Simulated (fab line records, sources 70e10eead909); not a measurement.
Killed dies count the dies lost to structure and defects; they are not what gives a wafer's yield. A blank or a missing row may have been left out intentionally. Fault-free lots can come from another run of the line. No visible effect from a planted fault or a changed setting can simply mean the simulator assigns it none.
Matching of chambers + flow nandHarc + 3 sister chambers for NHARC_A_SGD_CUT_DEP_00 on pecvd-04
The step deposits SiNx, target thk 50 nm. 6 wafers are shown with their chamber, then 10 later ones without.

== WAFERS PAIRED WITH THEIR CHAMBERS ==
| wafer  | chamber | heaterPowerW (W) |
|--------|---------|------------------|
| L084.1 | 1       | 642              |
| L084.4 | 1       | 636              |
| L082.3 | 0       | 687              |
| L082.6 | 2       | 808              |
| L091.2 | 2       | 676              |
| L091.3 | 0       | 651              |

== WAFERS MISSING THEIR CHAMBER ==
| wafer  | heaterPowerW (W) |
|--------|------------------|
| L091.4 | 682              |
| L092.4 | 789              |
| L092.5 | 759              |
| L092.6 | 761              |
| L094.1 | 786              |
| L094.2 | 722              |
| L094.3 | 781              |
| L097.2 | 807              |
| L097.3 | 749              |
| L097.6 | 760              |

== WHICH CHAMBER EACH WENT THROUGH ==
| wafer  | from the rows above          | in truth |
|--------|------------------------------|----------|
| L091.4 | can't be placed: 0 or 1 or 2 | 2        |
| L092.4 | can't be placed: 2 or 0 or 1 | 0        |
| L092.5 | can't be placed: 2 or 0 or 1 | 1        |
| L092.6 | can't be placed: 2 or 0 or 1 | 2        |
| L094.1 | can't be placed: 2 or 0 or 1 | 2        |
| L094.2 | can't be placed: 2 or 0 or 1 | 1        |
| L094.3 | can't be placed: 2 or 0 or 1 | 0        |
| L097.2 | can't be placed: 2 or 0 or 1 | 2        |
| L097.3 | can't be placed: 2 or 0 or 1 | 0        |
| L097.6 | can't be placed: 2 or 0 or 1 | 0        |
Placed correctly: 0 of 10. Not placeable from these rows: 10 (in 10, the candidates include the true chamber). Number placed wrongly: 0.
How it was worked out, from the rows above alone: a wafer's distance from a chamber is the root of the sum, over the readings, of the square of ((its reading less the chamber's mean) divided by the reading's scatter). If the next closest chamber is less than 2 further off than the closest, the wafer can't be placed; otherwise it belongs to the closest. A chamber's mean is the mean of its shown wafers. How the scatter is found: for the shown wafers, subtract from each reading the mean of its chamber, square and add these, divide the total by (wafers less chambers), then take the root.
